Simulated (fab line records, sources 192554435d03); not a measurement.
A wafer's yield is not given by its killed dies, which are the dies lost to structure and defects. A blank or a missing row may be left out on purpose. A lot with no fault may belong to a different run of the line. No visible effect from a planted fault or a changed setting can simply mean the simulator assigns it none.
Matching of chambers | flow n5 finfet | 4 sister chambers for N5_WELL_APT_DESCUM_30 on rie diel-06
The step chemistry O2, time 7.9 s. 18 wafers are shown with their chamber, then 9 later ones without.

## WAFERS PAIRED WITH THEIR CHAMBERS
wafer  | chamber | showerhead plenum p Torr (Torr) | throttle valve pct (%) | oes product au (a.u.)
L077.2 | 2       | 2.14                            | 20.59                  | 0.97
L077.5 | 3       | 2.08                            | 20.28                  | 0.70
L077.6 | 2       | 2.14                            | 20.60                  | 0.96
L078.3 | 3       | 2.08                            | 20.30                  | 0.69
L078.5 | 0       | 1.99                            | 20.71                  | 0.71
L078.6 | 1       | 2.12                            | 20.12                  | 0.86
L080.2 | 3       | 2.07                            | 20.31                  | 0.70
L080.3 | 1       | 2.12                            | 20.12                  | 0.87
L080.6 | 0       | 1.99                            | 20.72                  | 0.71
L081.1 | 2       | 2.14                            | 20.60                  | 0.93
L081.4 | 1       | 2.12                            | 20.12                  | 0.86
L081.6 | 3       | 2.07                            | 20.30                  | 0.70
L085.2 | 0       | 1.99                            | 20.73                  | 0.70
L085.3 | 2       | 2.14                            | 20.62                  | 0.91
L085.5 | 3       | 2.07                            | 20.32                  | 0.70
L088.1 | 2       | 2.13                            | 20.64                  | 0.91
L088.3 | 0       | 1.99                            | 20.73                  | 0.71
L088.5 | 0       | 1.99                            | 20.74                  | 0.71

SIGNATURES, as means of the wafers listed above
reading                  | chamber 0 | chamber 1 | chamber 2 | chamber 3 | scatter within a chamber
showerhead plenum p Torr | 1.9900    | 2.1200    | 2.1380    | 2.0740    | 0.00378
throttle valve pct       | 20.7260   | 20.1200   | 20.6100   | 20.3020   | 0.0146
oes product au           | 0.7080    | 0.8633    | 0.9360    | 0.6980    | 0.0155
Rule: distance of a wafer from a chamber = root of the sum over the readings of ((wafer's reading minus chamber's mean) / reading's scatter) squared. The wafer belongs to the nearest chamber; if the next one is less than 2 further off, it can't be placed. The scatter is the square root of a quotient: the sum, over the shown wafers, of each reading's squared deviation from its chamber's mean, divided by wafers minus chambers.

## WAFERS WITHOUT THEIR CHAMBER
wafer  | showerhead plenum p Torr (Torr) | throttle valve pct (%) | oes product au (a.u.)
L089.1 | 1.99                            | 20.75                  | 0.70
L089.2 | 2.12                            | 20.14                  | 0.83
L089.5 | 2.12                            | 20.15                  | 0.83
L091.1 | 2.11                            | 20.16                  | 0.83
L091.2 | 2.13                            | 20.64                  | 0.89
L091.5 | 2.11                            | 20.15                  | 0.84
L094.2 | 1.98                            | 20.76                  | 0.69
L094.4 | 1.98                            | 20.78                  | 0.69
L094.5 | 2.11                            | 20.18                  | 0.82

## THE CHAMBER EACH PASSED THROUGH
wafer  | from the rows above | in truth
L089.1 | 0                   | 0
L089.2 | 1                   | 1
L089.5 | 1                   | 1
L091.1 | 1                   | 1
L091.2 | 2                   | 2
L091.5 | 1                   | 1
L094.2 | 0                   | 0
L094.4 | 0                   | 0
L094.5 | 1                   | 1
9 of 9 placed correctly. From these rows, 0 cannot be placed. 0 placed wrongly.
